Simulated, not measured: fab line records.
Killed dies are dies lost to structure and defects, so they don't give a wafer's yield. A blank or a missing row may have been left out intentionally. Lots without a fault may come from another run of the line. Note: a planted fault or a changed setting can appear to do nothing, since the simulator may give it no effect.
Which tool is to blame?    flow nand-harc    Sampling: 13 lots, 38 wafers, 5 of 1302 route steps

WHAT THE GAUGES READ, wafer by wafer
NHARC_A_BONDPAD_CD_MEAS_09: the cd target is 500 nm.
lot   measured      on         cd-nm (nm)
L199  day 23 22:50  cd-sem-01  503.7 501.9 502.1
L200  day 23 20:31  cd-sem-02  500.0 501.4 502.8
L203  day 24 10:04  cd-sem-03  500.7 502.4 498.9
L204  day 25 22:41  cd-sem-01  499.8 500.7 499.7
L205  day 25 20:24  cd-sem-03  503.6 503.1 501.5
L206  day 25 14:00  cd-sem-01  499.6 500.0 502.7
L208  day 27 02:34  cd-sem-01  500.2 498.5 498.4
L210  day 27 05:31  cd-sem-03  503.4 501.6 503.0
L211  day 27 19:13  cd-sem-03  500.4 500.4 499.7
L214  day 29 09:00  cd-sem-01  499.8 499.2 501.6
L215  day 29 14:49  cd-sem-01  502.1 501.9 496.5
L217  day 31 00:25  cd-sem-03  498.5 499.9
L218  day 31 04:59  cd-sem-01  500.4 501.2

NHARC_END_SORT_01.
lot   measured      on         defect-limited-yield (%)  killed-at-array  killed-at-other  killed-at-periphery  killed-dies  killed-open  killed-short
L218  day 33 07:31  prober-02  89 90 1                   68 58 66         1 5 8            3 7 599              72 70 673    3 4 5        2 4 5

TOOL THAT RAN EACH LOT (tool first, then ch and the chambers of the sampled wafers, then the start)
lot   NHARC_P_M1_PVD_21             NHARC_A_BONDPAD_DEGAS_25      NHARC_A_BONDPAD_PVD_17
L199  pvd-sputter-02, day 6 08:10   pvd-sputter-01, day 24 00:03  pvd-sputter-01, no start
L200  pvd-sputter-02, day 6 14:49   pvd-sputter-03, day 23 21:42  pvd-sputter-03, no start
L203  pvd-sputter-02, day 7 21:21   pvd-sputter-02, day 24 11:13  pvd-sputter-02, no start
L204  pvd-sputter-02, day 8 12:01   pvd-sputter-01, day 25 23:53  pvd-sputter-01, no start
L205  pvd-sputter-03, day 8 22:55   pvd-sputter-03, day 25 21:36  pvd-sputter-03, no start
L206  pvd-sputter-01, day 9 02:08   pvd-sputter-03, day 25 15:11  pvd-sputter-03, no start
L208  pvd-sputter-02, day 10 05:31  pvd-sputter-02, day 27 03:47  pvd-sputter-02, no start
L210  pvd-sputter-03, day 10 18:22  pvd-sputter-03, day 27 06:45  pvd-sputter-03, no start
L211  pvd-sputter-01, day 11 03:12  pvd-sputter-03, day 27 20:27  pvd-sputter-03, no start
L214  pvd-sputter-02, day 12 07:56  pvd-sputter-02, day 29 10:09  pvd-sputter-02, no start
L215  pvd-sputter-01, day 12 23:17  pvd-sputter-01, day 29 15:58  pvd-sputter-01, no start
L217  pvd-sputter-01, day 14 03:55  pvd-sputter-03, day 31 01:42  pvd-sputter-03, no start
L218  pvd-sputter-01, day 14 07:29  pvd-sputter-03, day 31 06:32  pvd-sputter-03, day 33 07:31 or earlier
- NHARC_P_M1_PVD_21: deposits Cu, target thk 30 nm, time 20.49 s.
- NHARC_A_BONDPAD_DEGAS_25: time 60 s.
- NHARC_A_BONDPAD_PVD_17: deposits TaN, target thk 5 nm, time 8.06 s.

AS READ BY THE TOOLS THEMSELVES (means over the sampled wafers that have a number; for cases with no such wafer, the mark the record gives instead)
NHARC_P_M1_PVD_21.
lot   tool            throttle-valve-pct (%)
L199  pvd-sputter-02  30.9
L200  pvd-sputter-02  29.1
L203  pvd-sputter-02  29.0
L204  pvd-sputter-02  29.1
L205  pvd-sputter-03  30.7
L206  pvd-sputter-01  29.8
L208  pvd-sputter-02  30.7
L210  pvd-sputter-03  31.1
L211  pvd-sputter-01  30.5
L214  pvd-sputter-02  29.7
L215  pvd-sputter-01  30.6
L217  pvd-sputter-01  30.6
L218  pvd-sputter-01  30.4

NHARC_A_BONDPAD_DEGAS_25.
lot   tool            heater-power-w (W)
L199  pvd-sputter-01  482
L200  pvd-sputter-03  431
L203  pvd-sputter-02  479
L204  pvd-sputter-01  419
L205  pvd-sputter-03  457
L206  pvd-sputter-03  457
L208  pvd-sputter-02  476
L210  pvd-sputter-03  473
L211  pvd-sputter-03  461
L214  pvd-sputter-02  456
L215  pvd-sputter-01  400
L217  pvd-sputter-03  476
L218  pvd-sputter-03  432

NHARC_A_BONDPAD_PVD_17.
lot   tool            throttle-valve-pct (%)
L199  pvd-sputter-01  29.7
L200  pvd-sputter-03  30.9
L203  pvd-sputter-02  30.1
L204  pvd-sputter-01  29.5
L205  pvd-sputter-03  30.8
L206  pvd-sputter-03  31.1
L208  pvd-sputter-02  29.1
L210  pvd-sputter-03  30.7
L211  pvd-sputter-03  30.9
L214  pvd-sputter-02  31.0
L215  pvd-sputter-01  30.3
L217  pvd-sputter-03  30.8
L218  pvd-sputter-03  30.7

THE ANSWER, worked out from the rows above alone
Rule: the lots themselves supply what counts as usual. The widest of any qualifying gaps counts: lots, ordered by their means at a reading, are off when they make up no more than a third of the lots, leave a main group of 4 or more, and stand apart from it by 3 or more times the standard deviation of that group's means. The tables above print the reading to a certain number of digits; a main group whose means all agree to those digits is not used. Also off: a lot with no number at a reading for which 4 or more lots have one. Any other lot the step has rows for is counted as sound. First the gauges in route order, then the tools' own readings, where a lot's mean is used as printed above. The first step at which some lot is off is used, and at that step the reading that is off furthest; a lot without a number counts as furthest.
Across all readings shown, no lot is off: no conclusion can be drawn from this.

WHAT HAD BEEN PUT IN BY THE SIMULATOR
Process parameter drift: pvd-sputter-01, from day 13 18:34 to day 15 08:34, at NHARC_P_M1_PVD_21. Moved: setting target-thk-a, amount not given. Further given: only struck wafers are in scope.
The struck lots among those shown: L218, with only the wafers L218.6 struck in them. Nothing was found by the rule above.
